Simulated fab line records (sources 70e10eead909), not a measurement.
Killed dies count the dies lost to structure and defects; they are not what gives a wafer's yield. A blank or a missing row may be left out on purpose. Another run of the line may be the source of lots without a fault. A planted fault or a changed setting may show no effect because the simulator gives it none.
fab line records :: flow nandHarc
record:
  lots: 15
  wafers: 42
  lastDay: 33
route steps=1302 shown A_ONON_D1@425 A_CHANNEL_HOLE_D1@463 END@1302
lots with no fault: from the same line, run without faults
startH: hours from the record's opening day to when the first of the lot's shown wafers began :: waitH: how many hours have passed since the lot's step before this one :: " unchanged from the row above :: L1.1+2: several wafers, shown together as one row :: - no value, or no start given :: * or withheld: withheld :: < > ~ a bound
route shown NAME@n: a module of which the file shows steps, and the number in the route of the first :: usual: mean and standard deviation over wafers with no fault :: same: alike in all rows :: chamber/n: place in a boat :: sites: readings site by site :: _std_site: the standard deviation of these :: _edge_site: mean of outer sites minus mean of inner sites :: radiusMm: how far each site lies from the wafer's centre :: mask NAME#n: copy n :: behind: the last tool/chamber to shape the wafer :: hold: the reason the lot was held/the length of the hold in hours/how it ended :: device: the n, p or np transistor that did not switch :: end of line: tests of these same wafers at the route's end :: a step without rows: its recipe alone :: killed: the dies lost at the first sort to structure and to defects; this is not the yield of the wafer :: map: a wafer's dies, x killed, . not, _ none there
set.NAME: the setting as run; set.NAME@STEP: as run at that earlier step :: model.NAME: the simulator's own value behind a step, which no gauge read
route steps across a sampled set of lots; one table per step, one row per wafer
services: a tool's chamber out of use, with start hour (startH, from the record's first day; less than 0 if before it), hours out, and reason
== steps ==
step: NHARC_A_ONON_D1_THK_MEAS_02
recipe:
  thkMeasGauge: ellipsometry
usual:
  thkNm: 1002/9.9
lot.wafer: L992.2
tool: filmMetro-02
chamber: -
startH: 192.87
waitH: -
thkNm: 1002

lot.wafer: L992.5
tool: filmMetro-02
chamber: -
startH: 192.87
waitH: -
thkNm: 1001

lot.wafer: L992.6
tool: filmMetro-02
chamber: -
startH: 192.87
waitH: -
thkNm: 1002

lot.wafer: L993.1
tool: filmMetro-02
chamber: -
startH: 200.82
waitH: -
thkNm: 1010

lot.wafer: L993.2
tool: filmMetro-02
chamber: -
startH: 200.82
waitH: -
thkNm: 1009

lot.wafer: L993.3
tool: filmMetro-02
chamber: -
startH: 200.82
waitH: -
thkNm: 1009

lot.wafer: L995.1
tool: filmMetro-02
chamber: -
startH: 215.55
waitH: -
thkNm: 1004

lot.wafer: L995.4
tool: filmMetro-02
chamber: -
startH: 215.55
waitH: -
thkNm: 1005

lot.wafer: L995.6
tool: filmMetro-02
chamber: -
startH: 215.55
waitH: -
thkNm: 1005

lot.wafer: L994.1
tool: filmMetro-01
chamber: -
startH: 215.55
waitH: -
thkNm: 985

lot.wafer: L994.4
tool: filmMetro-01
chamber: -
startH: 215.55
waitH: -
thkNm: 986

lot.wafer: L994.6
tool: filmMetro-01
chamber: -
startH: 215.55
waitH: -
thkNm: 984

lot.wafer: L996.1
tool: filmMetro-01
chamber: -
startH: 238.30
waitH: -
thkNm: 991

lot.wafer: L996.2
tool: filmMetro-01
chamber: -
startH: 238.30
waitH: -
thkNm: 989

lot.wafer: L996.5
tool: filmMetro-01
chamber: -
startH: 238.30
waitH: -
thkNm: 990

lot.wafer: L997.2
tool: filmMetro-02
chamber: -
startH: 238.30
waitH: -
thkNm: 1013

lot.wafer: L997.3
tool: filmMetro-02
chamber: -
startH: 238.30
waitH: -
thkNm: 1010

lot.wafer: L997.6
tool: filmMetro-02
chamber: -
startH: 238.30
waitH: -
thkNm: 1012

lot.wafer: L998.3
tool: filmMetro-02
chamber: -
startH: 254.97
waitH: -
thkNm: 1005

lot.wafer: L998.4
tool: filmMetro-02
chamber: -
startH: 254.97
waitH: -
thkNm: 1005

lot.wafer: L999.1
tool: filmMetro-02
chamber: -
startH: 263.10
waitH: -
thkNm: 1006

lot.wafer: L999.2
tool: filmMetro-02
chamber: -
startH: 263.10
waitH: -
thkNm: 1006

lot.wafer: L999.4
tool: filmMetro-02
chamber: -
startH: 263.10
waitH: -
thkNm: 1005

lot.wafer: L100.1
tool: filmMetro-02
chamber: -
startH: 268.97
waitH: -
thkNm: 986

lot.wafer: L100.5
tool: filmMetro-02
chamber: -
startH: 268.97
waitH: -
thkNm: 986

lot.wafer: L101.1
tool: filmMetro-01
chamber: -
startH: 279.79
waitH: -
thkNm: 1011

lot.wafer: L101.5
tool: filmMetro-01
chamber: -
startH: 279.79
waitH: -
thkNm: 1010

lot.wafer: L107.1
tool: filmMetro-01
chamber: -
startH: 344.79
waitH: -
thkNm: 1026

lot.wafer: L107.3
tool: filmMetro-01
chamber: -
startH: 344.79
waitH: -
thkNm: 1025

lot.wafer: L107.6
tool: filmMetro-01
chamber: -
startH: 344.79
waitH: -
thkNm: 1025

lot.wafer: L108.3
tool: filmMetro-01
chamber: -
startH: 354.18
waitH: -
thkNm: 999

lot.wafer: L108.4
tool: filmMetro-01
chamber: -
startH: 354.18
waitH: -
thkNm: 996

lot.wafer: L108.5
tool: filmMetro-01
chamber: -
startH: 354.18
waitH: -
thkNm: 997

lot.wafer: L109.1
tool: filmMetro-01
chamber: -
startH: 360.61
waitH: -
thkNm: 995

lot.wafer: L109.5
tool: filmMetro-01
chamber: -
startH: 360.61
waitH: -
thkNm: 995

lot.wafer: L109.6
tool: filmMetro-01
chamber: -
startH: 360.61
waitH: -
thkNm: 994

lot.wafer: L111.3
tool: filmMetro-01
chamber: -
startH: 381.56
waitH: -
thkNm: 1013

lot.wafer: L111.4
tool: filmMetro-01
chamber: -
startH: 381.56
waitH: -
thkNm: 1013

lot.wafer: L111.6
tool: filmMetro-01
chamber: -
startH: 381.56
waitH: -
thkNm: 1013

lot.wafer: L112.1
tool: filmMetro-02
chamber: -
startH: 392.59
waitH: -
thkNm: 991

lot.wafer: L112.4
tool: filmMetro-02
chamber: -
startH: 392.59
waitH: -
thkNm: 989

lot.wafer: L112.5
tool: filmMetro-02
chamber: -
startH: 392.59
waitH: -
thkNm: 989
step: NHARC_A_ONON_D1_DEP_22
recipe:
  targetThkA: 10000
  n2FlowSccm: 2750
  n2oFlowSccm: 2000
  nh3FlowSccm: 500
  sih4FlowSccm: 210
  tempC: 400
lot.wafer: L992.2+5+6
tool: pecvdOnon-04
chamber: 0
startH: 203.61
waitH: 0.1

lot.wafer: L993.1+2+3
tool: pecvdOnon-02
chamber: 0
startH: 211.76
waitH: 0.1

lot.wafer: L995.1+4+6
tool: pecvdOnon-02
chamber: 0
startH: 227.01
waitH: 0.1

lot.wafer: L994.1+4+6
tool: pecvdOnon-04
chamber: 0
startH: 227.02
waitH: 0.1

lot.wafer: L996.1+2+5
tool: pecvdOnon-02
chamber: 0
startH: 252.15
waitH: 0.1

lot.wafer: L997.2+3+6
tool: pecvdOnon-04
chamber: 0
startH: 252.20
waitH: 0.1

lot.wafer: L998.3+4
tool: pecvdOnon-02
chamber: 0
startH: 267.84
waitH: 0.2

lot.wafer: L999.1+2+4
tool: pecvdOnon-04
chamber: 0
startH: 273.84
waitH: 0.1

lot.wafer: L100.1+5
tool: pecvdOnon-02
chamber: 0
startH: 279.66
waitH: 0.1

lot.wafer: L101.1+5
tool: pecvdOnon-02
chamber: 0
startH: 294.71
waitH: 0.1

lot.wafer: L107.1+3+6
tool: pecvdOnon-04
chamber: 0
startH: 357.18
waitH: 0.1

lot.wafer: L108.3+4+5
tool: pecvdOnon-04
chamber: 0
startH: 366.66
waitH: 0.2

lot.wafer: L109.1+5+6
tool: pecvdOnon-01
chamber: 0
startH: 374.16
waitH: 0.1

lot.wafer: L111.3+4+6
tool: pecvdOnon-01
chamber: 0
startH: 392.93
waitH: 0.2

lot.wafer: L112.1+4+5
tool: pecvdOnon-01
chamber: 0
startH: 403.59
waitH: 0.1
step: NHARC_A_ONON_D1_THK_MEAS_24
recipe:
  thkMeasGauge: ellipsometry
usual:
  thkNm: 1004/8.8
lot.wafer: L992.2
tool: filmMetro-01
chamber: -
startH: 204.06
waitH: -
thkNm: 990

lot.wafer: L992.5
tool: filmMetro-01
chamber: -
startH: 204.06
waitH: -
thkNm: 991

lot.wafer: L992.6
tool: filmMetro-01
chamber: -
startH: 204.06
waitH: -
thkNm: 989

lot.wafer: L993.1
tool: filmMetro-02
chamber: -
startH: 212.27
waitH: -
thkNm: 1007

lot.wafer: L993.2
tool: filmMetro-02
chamber: -
startH: 212.27
waitH: -
thkNm: 1006

lot.wafer: L993.3
tool: filmMetro-02
chamber: -
startH: 212.27
waitH: -
thkNm: 1006

lot.wafer: L995.1
tool: filmMetro-01
chamber: -
startH: 227.52
waitH: -
thkNm: 986

lot.wafer: L995.4
tool: filmMetro-01
chamber: -
startH: 227.52
waitH: -
thkNm: 985

lot.wafer: L995.6
tool: filmMetro-01
chamber: -
startH: 227.52
waitH: -
thkNm: 986

lot.wafer: L994.1
tool: filmMetro-02
chamber: -
startH: 227.53
waitH: -
thkNm: 1022

lot.wafer: L994.4
tool: filmMetro-02
chamber: -
startH: 227.53
waitH: -
thkNm: 1022

lot.wafer: L994.6
tool: filmMetro-02
chamber: -
startH: 227.53
waitH: -
thkNm: 1020

lot.wafer: L997.2
tool: filmMetro-02
chamber: -
startH: 252.65
waitH: -
thkNm: 1007

lot.wafer: L997.3
tool: filmMetro-02
chamber: -
startH: 252.65
waitH: -
thkNm: 1006

lot.wafer: L997.6
tool: filmMetro-02
chamber: -
startH: 252.65
waitH: -
thkNm: 1007

lot.wafer: L996.1
tool: filmMetro-01
chamber: -
startH: 252.66
waitH: -
thkNm: 996

lot.wafer: L996.2
tool: filmMetro-01
chamber: -
startH: 252.66
waitH: -
thkNm: 998

lot.wafer: L996.5
tool: filmMetro-01
chamber: -
startH: 252.66
waitH: -
thkNm: 996

lot.wafer: L998.3
tool: filmMetro-01
chamber: -
startH: 268.24
waitH: -
thkNm: 995

lot.wafer: L998.4
tool: filmMetro-01
chamber: -
startH: 268.24
waitH: -
thkNm: 1032

lot.wafer: L999.1
tool: filmMetro-02
chamber: -
startH: 274.34
waitH: -
thkNm: 1017

lot.wafer: L999.2
tool: filmMetro-02
chamber: -
startH: 274.34
waitH: -
thkNm: 1016

lot.wafer: L999.4
tool: filmMetro-02
chamber: -
startH: 274.34
waitH: -
thkNm: 1017

lot.wafer: L100.1
tool: filmMetro-02
chamber: -
startH: 280.17
waitH: -
thkNm: 1032

lot.wafer: L100.5
tool: filmMetro-02
chamber: -
startH: 280.17
waitH: -
thkNm: 1000

lot.wafer: L101.1
tool: filmMetro-01
chamber: -
startH: 295.22
waitH: -
thkNm: 1042

lot.wafer: L101.5
tool: filmMetro-01
chamber: -
startH: 295.22
waitH: -
thkNm: 1009

lot.wafer: L107.1
tool: filmMetro-01
chamber: -
startH: 357.68
waitH: -
thkNm: 1006

lot.wafer: L107.3
tool: filmMetro-01
chamber: -
startH: 357.68
waitH: -
thkNm: 1005

lot.wafer: L107.6
tool: filmMetro-01
chamber: -
startH: 357.68
waitH: -
thkNm: 1006

lot.wafer: L108.3
tool: filmMetro-02
chamber: -
startH: 367.05
waitH: -
thkNm: 998

lot.wafer: L108.4
tool: filmMetro-02
chamber: -
startH: 367.05
waitH: -
thkNm: 1000

lot.wafer: L108.5
tool: filmMetro-02
chamber: -
startH: 367.05
waitH: -
thkNm: 998

lot.wafer: L109.1
tool: filmMetro-01
chamber: -
startH: 374.67
waitH: -
thkNm: 1005

lot.wafer: L109.5
tool: filmMetro-01
chamber: -
startH: 374.67
waitH: -
thkNm: 1008

lot.wafer: L109.6
tool: filmMetro-01
chamber: -
startH: 374.67
waitH: -
thkNm: 1006

lot.wafer: L111.3
tool: filmMetro-02
chamber: -
startH: 393.33
waitH: -
thkNm: 1013

lot.wafer: L111.4
tool: filmMetro-02
chamber: -
startH: 393.33
waitH: -
thkNm: 1012

lot.wafer: L111.6
tool: filmMetro-02
chamber: -
startH: 393.33
waitH: -
thkNm: 1015

lot.wafer: L112.1
tool: filmMetro-02
chamber: -
startH: 404.10
waitH: -
thkNm: 1018

lot.wafer: L112.4
tool: filmMetro-02
chamber: -
startH: 404.10
waitH: -
thkNm: 1019

lot.wafer: L112.5
tool: filmMetro-02
chamber: -
startH: 404.10
waitH: -
thkNm: 1018
step: NHARC_A_ONON_D1_THK_MEAS_27
recipe:
  thkMeasGauge: ellipsometry
usual:
  thkNm: 999/8.7
lot.wafer: L992.2
tool: filmMetro-01
chamber: -
startH: 204.63
waitH: -
thkNm: 1000

lot.wafer: L992.5
tool: filmMetro-01
chamber: -
startH: 204.63
waitH: -
thkNm: 1000

lot.wafer: L992.6
tool: filmMetro-01
chamber: -
startH: 204.63
waitH: -
thkNm: 999

lot.wafer: L993.1
tool: filmMetro-02
chamber: -
startH: 212.84
waitH: -
thkNm: 981

lot.wafer: L993.2
tool: filmMetro-02
chamber: -
startH: 212.84
waitH: -
thkNm: 980

lot.wafer: L993.3
tool: filmMetro-02
chamber: -
startH: 212.84
waitH: -
thkNm: 982

lot.wafer: L995.1
tool: filmMetro-01
chamber: -
startH: 228.08
waitH: -
thkNm: 1009

lot.wafer: L995.4
tool: filmMetro-01
chamber: -
startH: 228.08
waitH: -
thkNm: 1007

lot.wafer: L995.6
tool: filmMetro-01
chamber: -
startH: 228.08
waitH: -
thkNm: 1005

lot.wafer: L994.1
tool: filmMetro-02
chamber: -
startH: 228.10
waitH: -
thkNm: 1011

lot.wafer: L994.4
tool: filmMetro-02
chamber: -
startH: 228.10
waitH: -
thkNm: 1012

lot.wafer: L994.6
tool: filmMetro-02
chamber: -
startH: 228.10
waitH: -
thkNm: 1013

lot.wafer: L997.2
tool: filmMetro-01
chamber: -
startH: 253.22
waitH: -
thkNm: 995

lot.wafer: L997.3
tool: filmMetro-01
chamber: -
startH: 253.22
waitH: -
thkNm: 995

lot.wafer: L997.6
tool: filmMetro-01
chamber: -
startH: 253.22
waitH: -
thkNm: 996

lot.wafer: L996.1
tool: filmMetro-02
chamber: -
startH: 253.23
waitH: -
thkNm: 984

lot.wafer: L996.2
tool: filmMetro-02
chamber: -
startH: 253.23
waitH: -
thkNm: 983

lot.wafer: L996.5
tool: filmMetro-02
chamber: -
startH: 253.23
waitH: -
thkNm: 983

lot.wafer: L998.3
tool: filmMetro-01
chamber: -
startH: 268.81
waitH: -
thkNm: 991

lot.wafer: L998.4
tool: filmMetro-01
chamber: -
startH: 268.81
waitH: -
thkNm: 993

lot.wafer: L999.1
tool: filmMetro-01
chamber: -
startH: 274.91
waitH: -
thkNm: 1006

lot.wafer: L999.2
tool: filmMetro-01
chamber: -
startH: 274.91
waitH: -
thkNm: 1005

lot.wafer: L999.4
tool: filmMetro-01
chamber: -
startH: 274.91
waitH: -
thkNm: 1008

lot.wafer: L100.1
tool: filmMetro-02
chamber: -
startH: 280.74
waitH: -
thkNm: 1010

lot.wafer: L100.5
tool: filmMetro-02
chamber: -
startH: 280.74
waitH: -
thkNm: 1008

lot.wafer: L101.1
tool: filmMetro-01
chamber: -
startH: 295.78
waitH: -
thkNm: 999

lot.wafer: L101.5
tool: filmMetro-01
chamber: -
startH: 295.78
waitH: -
thkNm: 999

lot.wafer: L107.1
tool: filmMetro-02
chamber: -
startH: 358.28
waitH: -
thkNm: 1013

lot.wafer: L107.3
tool: filmMetro-02
chamber: -
startH: 358.28
waitH: -
thkNm: 1012

lot.wafer: L107.6
tool: filmMetro-02
chamber: -
startH: 358.28
waitH: -
thkNm: 1012

lot.wafer: L108.3
tool: filmMetro-02
chamber: -
startH: 367.61
waitH: -
thkNm: 1002

lot.wafer: L108.4
tool: filmMetro-02
chamber: -
startH: 367.61
waitH: -
thkNm: 1001

lot.wafer: L108.5
tool: filmMetro-02
chamber: -
startH: 367.61
waitH: -
thkNm: 1002

lot.wafer: L109.1
tool: filmMetro-01
chamber: -
startH: 375.24
waitH: -
thkNm: 993

lot.wafer: L109.5
tool: filmMetro-01
chamber: -
startH: 375.24
waitH: -
thkNm: 992

lot.wafer: L109.6
tool: filmMetro-01
chamber: -
startH: 375.24
waitH: -
thkNm: 994

lot.wafer: L111.3
tool: filmMetro-01
chamber: -
startH: 393.90
waitH: -
thkNm: 1000

lot.wafer: L111.4
tool: filmMetro-01
chamber: -
startH: 393.90
waitH: -
thkNm: 1001

lot.wafer: L111.6
tool: filmMetro-01
chamber: -
startH: 393.90
waitH: -
thkNm: 999

lot.wafer: L112.1
tool: filmMetro-02
chamber: -
startH: 404.67
waitH: -
thkNm: 986

lot.wafer: L112.4
tool: filmMetro-02
chamber: -
startH: 404.67
waitH: -
thkNm: 987

lot.wafer: L112.5
tool: filmMetro-02
chamber: -
startH: 404.67
waitH: -
thkNm: 987
step: NHARC_A_CHANNEL_HOLE_D1_OVL_MEAS_11
usual:
  overlayXNm: 0.2/0.84
  overlayYNm: 0.0/0.79
lot.wafer: L992.2
tool: overlay-01
chamber: -
startH: 209.53
waitH: -
overlayXNm: 1.0
overlayYNm: -0.9

lot.wafer: L992.5
tool: overlay-01
chamber: -
startH: 209.53
waitH: -
overlayXNm: 0.2
overlayYNm: 0.2

lot.wafer: L992.6
tool: overlay-01
chamber: -
startH: 209.53
waitH: -
overlayXNm: -0.1
overlayYNm: -0.1

lot.wafer: L993.1
tool: overlay-01
chamber: -
startH: 216.74
waitH: -
overlayXNm: 0.5
overlayYNm: 0.4

lot.wafer: L993.2
tool: overlay-01
chamber: -
startH: 216.74
waitH: -
overlayXNm: 0.3
overlayYNm: 0.4

lot.wafer: L993.3
tool: overlay-01
chamber: -
startH: 216.74
waitH: -
overlayXNm: 0.5
overlayYNm: -0.1

lot.wafer: L995.1
tool: overlay-02
chamber: -
startH: 232.32
waitH: -
overlayXNm: 0.3
overlayYNm: 0.3

lot.wafer: L995.4
tool: overlay-02
chamber: -
startH: 232.32
waitH: -
overlayXNm: 0.5
overlayYNm: 0.5

lot.wafer: L995.6
tool: overlay-02
chamber: -
startH: 232.32
waitH: -
overlayXNm: 0.2
overlayYNm: 0.6

lot.wafer: L994.1
tool: overlay-01
chamber: -
startH: 234.37
waitH: -
overlayXNm: -2.1
overlayYNm: 0.0

lot.wafer: L994.4
tool: overlay-01
chamber: -
startH: 234.37
waitH: -
overlayXNm: -1.2
overlayYNm: 0.1

lot.wafer: L994.6
tool: overlay-01
chamber: -
startH: 234.37
waitH: -
overlayXNm: -1.6
overlayYNm: 0.0

lot.wafer: L997.2
tool: overlay-01
chamber: -
startH: 260.18
waitH: -
overlayXNm: 1.2
overlayYNm: 0.2

lot.wafer: L997.3
tool: overlay-01
chamber: -
startH: 260.18
waitH: -
overlayXNm: 1.4
overlayYNm: 0.3

lot.wafer: L997.6
tool: overlay-01
chamber: -
startH: 260.18
waitH: -
overlayXNm: 1.2
overlayYNm: 0.2

lot.wafer: L996.1
tool: overlay-02
chamber: -
startH: 261.08
waitH: -
overlayXNm: -1.1
overlayYNm: -0.3

lot.wafer: L996.2
tool: overlay-02
chamber: -
startH: 261.08
waitH: -
overlayXNm: -1.0
overlayYNm: -0.1

lot.wafer: L996.5
tool: overlay-02
chamber: -
startH: 261.08
waitH: -
overlayXNm: -1.0
overlayYNm: -0.3

lot.wafer: L998.3
tool: overlay-01
chamber: -
startH: 276.49
waitH: -
overlayXNm: 0.7
overlayYNm: 0.4

lot.wafer: L998.4
tool: overlay-01
chamber: -
startH: 276.49
waitH: -
overlayXNm: 1.1
overlayYNm: 0.2

lot.wafer: L999.1
tool: overlay-01
chamber: -
startH: 280.42
waitH: -
overlayXNm: 0.8
overlayYNm: -0.6

lot.wafer: L999.2
tool: overlay-01
chamber: -
startH: 280.42
waitH: -
overlayXNm: 1.3
overlayYNm: -0.8

lot.wafer: L999.4
tool: overlay-01
chamber: -
startH: 280.42
waitH: -
overlayXNm: 1.1
overlayYNm: -0.3

lot.wafer: L100.1
tool: overlay-02
chamber: -
startH: 285.24
waitH: -
overlayXNm: -0.3
overlayYNm: -1.3

lot.wafer: L100.5
tool: overlay-02
chamber: -
startH: 285.24
waitH: -
overlayXNm: 0.0
overlayYNm: -0.8

lot.wafer: L101.1
tool: overlay-02
chamber: -
startH: 299.88
waitH: -
overlayXNm: 0.1
overlayYNm: -1.9

lot.wafer: L101.5
tool: overlay-02
chamber: -
startH: 299.88
waitH: -
overlayXNm: 0.7
overlayYNm: -2.5

lot.wafer: L107.1
tool: overlay-01
chamber: -
startH: 362.17
waitH: -
overlayXNm: -0.3
overlayYNm: -0.1

lot.wafer: L107.3
tool: overlay-01
chamber: -
startH: 362.17
waitH: -
overlayXNm: -0.6
overlayYNm: -0.1

lot.wafer: L107.6
tool: overlay-01
chamber: -
startH: 362.17
waitH: -
overlayXNm: -0.7
overlayYNm: -0.4

lot.wafer: L108.3
tool: overlay-02
chamber: -
startH: 372.98
waitH: -
overlayXNm: -1.2
overlayYNm: -0.6

lot.wafer: L108.4
tool: overlay-02
chamber: -
startH: 372.98
waitH: -
overlayXNm: -0.3
overlayYNm: -0.8

lot.wafer: L108.5
tool: overlay-02
chamber: -
startH: 372.98
waitH: -
overlayXNm: -1.2
overlayYNm: -0.4

lot.wafer: L109.1
tool: overlay-01
chamber: -
startH: 380.30
waitH: -
overlayXNm: 1.0
overlayYNm: -0.7

lot.wafer: L109.5
tool: overlay-01
chamber: -
startH: 380.30
waitH: -
overlayXNm: 1.6
overlayYNm: -0.9

lot.wafer: L109.6
tool: overlay-01
chamber: -
startH: 380.30
waitH: -
overlayXNm: 0.5
overlayYNm: -1.1

lot.wafer: L111.3
tool: overlay-02
chamber: -
startH: 397.73
waitH: -
overlayXNm: 0.7
overlayYNm: 1.7

lot.wafer: L111.4
tool: overlay-02
chamber: -
startH: 397.73
waitH: -
overlayXNm: 0.2
overlayYNm: 1.0

lot.wafer: L111.6
tool: overlay-02
chamber: -
startH: 397.73
waitH: -
overlayXNm: 0.3
overlayYNm: 1.3

lot.wafer: L112.1
tool: overlay-02
chamber: -
startH: 408.86
waitH: -
overlayXNm: 1.2
overlayYNm: 1.2

lot.wafer: L112.4
tool: overlay-02
chamber: -
startH: 408.86
waitH: -
overlayXNm: 1.1
overlayYNm: 1.0

lot.wafer: L112.5
tool: overlay-02
chamber: -
startH: 408.86
waitH: -
overlayXNm: 1.4
overlayYNm: 1.0
step: NHARC_END_SORT_01
recipe:
  tempC: 25
usual:
  killedAtArray: 56/20
  killedAtOther: 0.9/1.1
  killedAtPeriphery: 3.7/3
  killedDies: 61/21
  killedOpen: 2.9/1.6
  killedShort: 2.6/1.4
same:
  grossDies: 677
lot.wafer: L998.3
tool: prober-01
chamber: 0
startH: 663.45
waitH: 3.1
killedAtArray: 41
killedAtOther: 1
killedAtPeriphery: 7
killedDies: 49
killedOpen: 6
killedShort: 4

lot.wafer: L998.4
tool: prober-01
chamber: 0
startH: 664.24
waitH: 3.4
killedAtArray: 94
killedAtOther: 4
killedAtPeriphery: 8
killedDies: 106
killedOpen: 4
killedShort: 3

lot.wafer: L100.1
tool: prober-01
chamber: 0
startH: 669.60
waitH: 2.5
killedAtArray: 137
killedAtOther: 1
killedAtPeriphery: 11
killedDies: 149
killedOpen: 3
killedShort: 2

lot.wafer: L100.5
tool: prober-01
chamber: 0
startH: 672.80
waitH: 3.7
killedAtArray: 80
killedAtOther: 1
killedAtPeriphery: 8
killedDies: 89
killedOpen: 0
killedShort: 3

lot.wafer: L101.1
tool: prober-02
chamber: 0
startH: 678.69
waitH: 2.6
killedAtArray: 100
killedAtOther: 1
killedAtPeriphery: 2
killedDies: 103
killedOpen: 2
killedShort: 1

lot.wafer: L101.5
tool: prober-02
chamber: 0
startH: 681.91
waitH: 3.7
killedAtArray: 49
killedAtOther: 1
killedAtPeriphery: 2
killedDies: 52
killedOpen: 4
killedShort: 3
killed by level:class
L998.3 A_CHANNEL_HOLE_D2:chamberFilmFlake=19 A_CHANNEL_HOLE_D1:chamberFilmFlake=7 P_M0:chamberFilmFlake=4 A_CONTACT:chamberFilmFlake=4 A_STAIRCASE:chamberFilmFlake=3 P_CONTACT:geometricParticle:open=1 P_CONTACT:geometricParticle:short=1 P_M2:geometricParticle:open=1
L998.4 A_ONON_D1:areaDep=51 A_CHANNEL_HOLE_D2:chamberFilmFlake=21 A_ZERO_WELL:chamberFilmFlake=6 A_CHANNEL_HOLE_D1:chamberFilmFlake=5 P_GATE:chamberFilmFlake=3 P_M0:chamberFilmFlake=3 A_CONTACT:chamberFilmFlake=3 THIN_TSV:chamberFilmFlake=3
L100.1 A_ONON_D1:areaDep=55 A_CHANNEL_HOLE_D1:chamberFilmFlake=31 A_SLIT:chamberFilmFlake=28 A_CHANNEL_HOLE_D2:chamberFilmFlake=10 P_STI:chamberFilmFlake=4 P_GATE:chamberFilmFlake=4 A_CHANNEL_FILL_D1:geometricParticle:short=2 P_M0:chamberFilmFlake=2
L100.5 A_SLIT:chamberFilmFlake=33 A_CHANNEL_HOLE_D1:chamberFilmFlake=19 A_CHANNEL_HOLE_D2:chamberFilmFlake=13 P_STI:chamberFilmFlake=4 P_M0:chamberFilmFlake=3 A_CONTACT:chamberFilmFlake=3 A_BLC:chamberFilmFlake=3 A_BONDPAD:chamberFilmFlake=3
L101.1 A_ONON_D1:areaDep=51 A_CHANNEL_HOLE_D1:chamberFilmFlake=34 A_CHANNEL_FILL_D1:chamberFilmFlake=5 A_CHANNEL_FILL_D2:chamberFilmFlake=2 A_STAIRCASE:chamberFilmFlake=2 A_SOURCE_PLATE:geometricParticle:open=1 A_ONON_D1:geometricParticle:open=1 A_CHANNEL_FILL_D2:geometricParticle:short=1
L101.5 A_CHANNEL_HOLE_D1:chamberFilmFlake=35 A_CONTACT:geometricParticle:open=2 A_SLIT:chamberFilmFlake=2 A_CHANNEL_FILL_D1:chamberFilmFlake=2 A_ONON_D1:geometricParticle:short=1 A_WL_FILL:geometricParticle:short=1 A_BLC:geometricParticle:open=1 A_M0:geometricParticle:open=1
== services ==
tool: pecvdOnon-02
chamber: -
startH: 185.00
hours: 13.0
kind: pm

tool: pecvdOnon-01
chamber: -
startH: 269.00
hours: 13.0
kind: pm

tool: pecvdOnon-04
chamber: -
startH: 311.00
hours: 13.0
kind: pm

tool: pecvdOnon-02
chamber: -
startH: 366.32
hours: 13.0
kind: pm
== key ==
firstSign:
  step: NHARC_A_ONON_D1_THK_MEAS_24
  reading: thkNm
  direction: up
  sigmas: 3.6
  usual: 1004
  struck: 1035
effect:
  step: NHARC_END_SORT_01
  reading: killedDies
  direction: up
  sigmas: 2.9
  usual: 61
  struck: 119
moreKillsBornAt:
  NHARC_A_ONON_D1_DEP_22@pecvdOnon-02: 157
metAt NHARC_A_ONON_D1_DEP_22
struckLots L998,L100,L101
struckWafers L998.4,L100.1,L101.1
testerLeftOut L998,L100,L101
notActingAt NHARC_A_ONON_D1_THK_MEAS_02,NHARC_A_ONON_D1_THK_MEAS_27,NHARC_A_CHANNEL_HOLE_D1_OVL_MEAS_11
onsetBetween 252.15 267.84
fault:
  kind: processParameterDrift
  tool: pecvdOnon-02
  chamber: -
  onsetH: 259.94
  steps: NHARC_A_ONON_D1_DEP_22
  channel: targetThkA
  offset: *
  shape: step
  endH: 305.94
  scope: struckWafersOnly
  actsIn: *
  stated: *
testerLeftOut: of these lots the tester's yield and bins aren't shown, on N5 and GAA mostly nor the transistor test; their killed dies are dies lost to structure and defects alone, not to doping, threshold or leakage, so they don't give the yield
